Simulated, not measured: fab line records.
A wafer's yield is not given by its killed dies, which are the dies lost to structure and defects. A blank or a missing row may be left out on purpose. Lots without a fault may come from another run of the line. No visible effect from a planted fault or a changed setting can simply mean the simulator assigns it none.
Chamber matching + flow n5-finfet + N5_HKMG_FIN_STRIP_34 on rie-diel-02 has 4 sister chambers
The step strips in CF4. 4 wafers are shown with their chamber, then 8 later ones without.

EACH WAFER AND ITS CHAMBER
| wafer  | chamber | throttle-valve-pct (%) |
|--------|---------|------------------------|
| L081.4 | 3       | 13.54                  |
| L081.5 | 0       | 13.52                  |
| L082.5 | 1       | 13.40                  |
| L086.3 | 2       | 13.92                  |

WAFERS MISSING THEIR CHAMBER
| wafer  | throttle-valve-pct (%) |
|--------|------------------------|
| L086.4 | 13.54                  |
| L086.5 | 13.43                  |
| L092.2 | 13.59                  |
| L092.5 | 13.94                  |
| L092.6 | 13.58                  |
| L095.2 | 13.60                  |
| L095.3 | 13.45                  |
| L095.5 | 13.46                  |

WHICH CHAMBER EACH WENT THROUGH
| wafer  | from the rows above          | in truth |
|--------|------------------------------|----------|
| L086.4 | can't be placed: 3 or 0      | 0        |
| L086.5 | can't be placed: 1 or 0 or 3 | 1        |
| L092.2 | can't be placed: 3 or 0      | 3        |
| L092.5 | 2                            | 2        |
| L092.6 | can't be placed: 3 or 0      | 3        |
| L095.2 | can't be placed: 3 or 0      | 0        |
| L095.3 | can't be placed: 1 or 0 or 3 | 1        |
| L095.5 | can't be placed: 0 or 1 or 3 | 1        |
1 of 8 placed correctly. Not placeable from these rows: 7 (in 7, the candidates include the true chamber). 0 placed wrongly.
How it was worked out, from the rows above alone: a wafer's distance from a chamber is the root of the sum, over the readings, of the square of ((its reading less the chamber's mean) divided by the reading's scatter). The wafer belongs to the nearest chamber; if the next one is less than 2 further off, it can't be placed. For every chamber, the mean is computed from those of its wafers that are shown. The scatter: root of mean squared gap, hidden wafer to nearest shown wafer, with one shown wafer a chamber.
